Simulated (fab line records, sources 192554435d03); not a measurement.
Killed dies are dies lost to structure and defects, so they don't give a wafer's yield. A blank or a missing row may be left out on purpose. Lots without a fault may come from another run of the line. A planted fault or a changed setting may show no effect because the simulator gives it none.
Chamber matching | flow n5_finfet | N5_BEOL_M13_CMP_49 on cmp-04: 4 sister chambers
The step polishes, stops on SiOC, t overpolish 17.1 s, target thk 420 nm. 8 wafers are shown with their chamber, then 10 later ones without.

WAFERS WITH THEIR CHAMBER
wafer  | chamber | motor_current_A (A) | barrier_field_endpoint_s (s)
L078.1 | 2       | 7.0                 | 31.2
L082.2 | 2       | 7.2                 | 30.2
L082.3 | 3       | 4.8                 | 31.3
L085.2 | 1       | 6.8                 | 30.8
L085.5 | 3       | 4.8                 | 31.7
L085.6 | 0       | 4.9                 | 31.7
L086.1 | 1       | 6.6                 | 30.0
L086.2 | 0       | 5.1                 | 31.0

WAFERS WITHOUT THEIR CHAMBER
wafer  | motor_current_A (A) | barrier_field_endpoint_s (s)
L086.5 | 6.6                 | 30.6
L089.2 | 6.5                 | 30.4
L089.4 | 6.8                 | 31.2
L089.6 | 4.9                 | 32.2
L090.1 | 6.9                 | 30.7
L090.2 | 4.8                 | 29.9
L090.6 | 5.1                 | 31.4
L092.1 | 4.9                 | 31.1
L092.2 | 6.6                 | 29.9
L092.4 | 5.0                 | 31.5

WHICH CHAMBER EACH WENT THROUGH
wafer  | from the rows above     | in truth
L086.5 | 1                       | 1
L089.2 | 1                       | 1
L089.4 | can't be placed: 1 or 2 | 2
L089.6 | can't be placed: 3 or 0 | 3
L090.1 | can't be placed: 2 or 1 | 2
L090.2 | can't be placed: 3 or 0 | 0
L090.6 | can't be placed: 0 or 3 | 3
L092.1 | can't be placed: 0 or 3 | 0
L092.2 | 1                       | 1
L092.4 | can't be placed: 0 or 3 | 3
Placed correctly: 3 of 10. Can't be placed from these rows: 7 (the true chamber is among the candidates in 7). Placed wrongly: 0.
How it was worked out, from the rows above alone: a wafer's distance from a chamber is the root of the sum, over the readings, of the square of ((its reading less the chamber's mean) divided by the reading's scatter). The wafer belongs to the nearest chamber; if the next one is less than 2 further off, it can't be placed. A chamber's mean is the mean of its shown wafers. The scatter: the root of (the sum of the squares of (reading less its chamber's mean) over the shown wafers, divided by (wafers less chambers)).
